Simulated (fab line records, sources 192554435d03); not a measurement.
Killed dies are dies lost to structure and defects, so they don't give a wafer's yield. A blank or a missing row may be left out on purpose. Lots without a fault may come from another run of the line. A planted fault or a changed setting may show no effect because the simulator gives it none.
A struck lot beside a sound one | flow n5_finfet | 19 steps out of a route of 1938
Sound: wafers L424.1, L424.2, L424.4. Struck: wafers L436.2, L436.3, L436.6. The cause comes at the end.
At each step with rows: each side's tool, then ch and its chambers, then its first start. Under that, the readings that differ: sound wafers | struck wafers | difference of the means | sigmas: that difference in standard deviations of wafers without a fault.
alike: readings whose means differ by less than 2 such deviations, and words and numbers that are the same on both sides. not compared: withheld readings, readings that some wafer has no value for, bounds like >300 that may hide the same value, and numbers for which the record gives no deviation and whose values overlap.
The two part at a step that has a row with sigmas, a row that says differs or no value, or rows on one side only. Numbers that don't overlap but have no deviation are shown without sigmas and don't part them. A reading that every wafer of one side lacks parts them only if that side has two wafers or more.

first, 8 steps without rows for these wafers: N5_BEOL_M10_CMP_52 (polishes, stops on SiCOH lowk, t overpolish 7 s, target thk 140 nm); N5_BEOL_M10_PRE_CLEAN_55 (time 15 s); N5_BEOL_M10_DEP_56 (deposits SiCN from 3MS/NH3, target thk 15 nm, time 26.5 s); N5_BEOL_M11_ILD_DEP_00 (deposits SiCOH lowk from DEMS/porogen, target thk 308.51 nm, time 58 s); N5_BEOL_M11_CURE_71 (cures SiCOH lowk, time 240 s); N5_BEOL_M11_PECVD_70 (deposits SiO2 from TEOS/O2, target thk 20 nm, time 22.7 s); N5_BEOL_M11_HM_DEP_02 (deposits TiN, target thk 20 nm); N5_BEOL_M11_COAT_59 (time 60 s, resist thk 100 nm).
N5_BEOL_M11_COAT_60: time 60 s, resist thk 30 nm.
  sound on litho_track-02 ch 0, day 12 01:32; struck on litho_track-02 ch 0, day 14 18:49
  reading                                     | sound                | struck               | difference | sigmas
  spin_speed_rpm (rpm)                        | 1500.0 1501.0 1499.2 | 1829.2 1828.9 1828.5 | +328.8     | +99 or more
  model.SiARC_of_BEOL_M11_COAT_60.thk_nm (nm) | 30.2 30.2 30.2       | 27.2 27.2 27.2       | -3.0       |
then, 7 steps without rows for these wafers: N5_BEOL_M11_COAT_05 (resist thk 90 nm); N5_BEOL_M11_EBR_07; N5_BEOL_M11_SOFTBAKE_06 (time 60 s); N5_BEOL_M11_EXPOSE_08 (exposes mask M11); N5_BEOL_M11_PEB_09 (peb time 60 s); N5_BEOL_M11_DEVELOP_10 (develop time 30 s); N5_BEOL_M11_DESCUM_16 (chemistry O2, time 7.9 s).
N5_BEOL_M11_ETCH_61: etches SiARC in CF4, target depth 39 nm, time 65 s.
  sound on rie_diel-05 ch 1,2,3, day 12 02:01; struck on rie_diel-05 ch 0,2,3, day 14 19:50
  reading                                       | sound             | struck            | difference | sigmas
  etch_rf_on_time_s (s)                         | 66.6 64.1 66.0    | 60.1 57.8 59.3    | -6.5       | -5
  model.etch.depth_nm (nm)                      | 30.11 30.15 30.12 | 27.13 27.17 27.16 | -2.97      |
  model.CAR-ArF_of_BEOL_M11_COAT_05.thk_nm (nm) | 55.2 55 55.2      | 58 58.4 58.4      | +3         |
  alike: drypump_motor_current_A, oes_product_au, rf_vpp_V, showerhead_plenum_p_Torr, throttle_valve_pct
  not compared: rf_hours_counter_h
N5_BEOL_M11_ETCH_62: etches SOC in N2/H2, target depth 110 nm, overetch 22 nm, time 165 s.
  sound on rie_diel-05 ch 1,2,3, day 12 02:04; struck on rie_diel-05 ch 0,2,3, day 14 19:53
  reading                                     | sound          | struck         | difference | sigmas
  model.SiARC_of_BEOL_M11_COAT_60.thk_nm (nm) | 23.8 23.4 23.8 | 20.8 20.4 20.6 | -3.1       |
  alike: drypump_motor_current_A, oes_product_au, rf_vpp_V, showerhead_plenum_p_Torr, throttle_valve_pct
  not compared: rf_hours_counter_h
then, 1 step without rows for these wafers: N5_BEOL_M11_STRIP_68 (strips in N2/H2).

WHERE THEY PART
First at N5_BEOL_M11_COAT_60; last, within this record, at N5_BEOL_M11_ETCH_61. Later steps at which nothing parts them and some readings are alike: N5_BEOL_M11_ETCH_62.

WHY: what the simulator had put in
Process parameter drift: litho_track-02, from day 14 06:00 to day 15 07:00, at N5_BEOL_M11_COAT_60. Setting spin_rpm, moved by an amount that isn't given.
